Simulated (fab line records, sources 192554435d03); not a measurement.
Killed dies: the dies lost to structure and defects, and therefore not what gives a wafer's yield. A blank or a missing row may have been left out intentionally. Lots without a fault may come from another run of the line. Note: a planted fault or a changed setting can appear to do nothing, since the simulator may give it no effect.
Matching of chambers :: flow n5 finfet :: 4 sister chambers for N5_BEOL_M11_ALD_74 on ald metal-02
The step deposits TaN, target thk 2 nm, pulse time 2 s, purge time 3 s. 8 wafers are shown with their chamber, then 11 later ones without.

## WAFERS WITH THEIR CHAMBER
wafer: L087.6
chamber: 1
heater power w (W): 380

wafer: L089.1
chamber: 0
heater power w (W): 433

wafer: L089.2
chamber: 2
heater power w (W): 316

wafer: L089.4
chamber: 3
heater power w (W): 479

wafer: L090.2
chamber: 2
heater power w (W): 311

wafer: L090.3
chamber: 1
heater power w (W): 383

wafer: L090.5
chamber: 0
heater power w (W): 436

wafer: L091.1
chamber: 3
heater power w (W): 478

## WAFERS WITH NO CHAMBER GIVEN
wafer: L091.3
heater power w (W): 438

wafer: L091.6
heater power w (W): 378

wafer: L094.1
heater power w (W): 468

wafer: L094.5
heater power w (W): 376

wafer: L094.6
heater power w (W): 455

wafer: L093.2
heater power w (W): 436

wafer: L093.4
heater power w (W): 468

wafer: L093.6
heater power w (W): 481

wafer: L095.2
heater power w (W): 315

wafer: L095.4
heater power w (W): 476

wafer: L095.6
heater power w (W): 311

## WHICH CHAMBER EACH WENT THROUGH
wafer: L091.3
from the rows above: 0
in truth: 0

wafer: L091.6
from the rows above: 1
in truth: 1

wafer: L094.1
from the rows above: 3
in truth: 3

wafer: L094.5
from the rows above: 1
in truth: 1

wafer: L094.6
from the rows above: can't be placed: 0 or 3
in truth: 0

wafer: L093.2
from the rows above: 0
in truth: 0

wafer: L093.4
from the rows above: 3
in truth: 3

wafer: L093.6
from the rows above: 3
in truth: 3

wafer: L095.2
from the rows above: 2
in truth: 2

wafer: L095.4
from the rows above: 3
in truth: 3

wafer: L095.6
from the rows above: 2
in truth: 2
Placed correctly: 10 of 11. From these rows, 1 cannot be placed; in 1 the true chamber is one of the candidates. Wrongly placed: 0.
How it was worked out, from the rows above alone: a wafer's distance from a chamber is the root of the sum, over the readings, of the square of ((its reading less the chamber's mean) divided by the reading's scatter). If the next closest chamber is less than 2 further off than the closest, the wafer can't be placed; otherwise it belongs to the closest. A chamber's mean is the mean of its shown wafers. How the scatter is found: for the shown wafers, subtract from each reading the mean of its chamber, square and add these, divide the total by (wafers less chambers), then take the root.
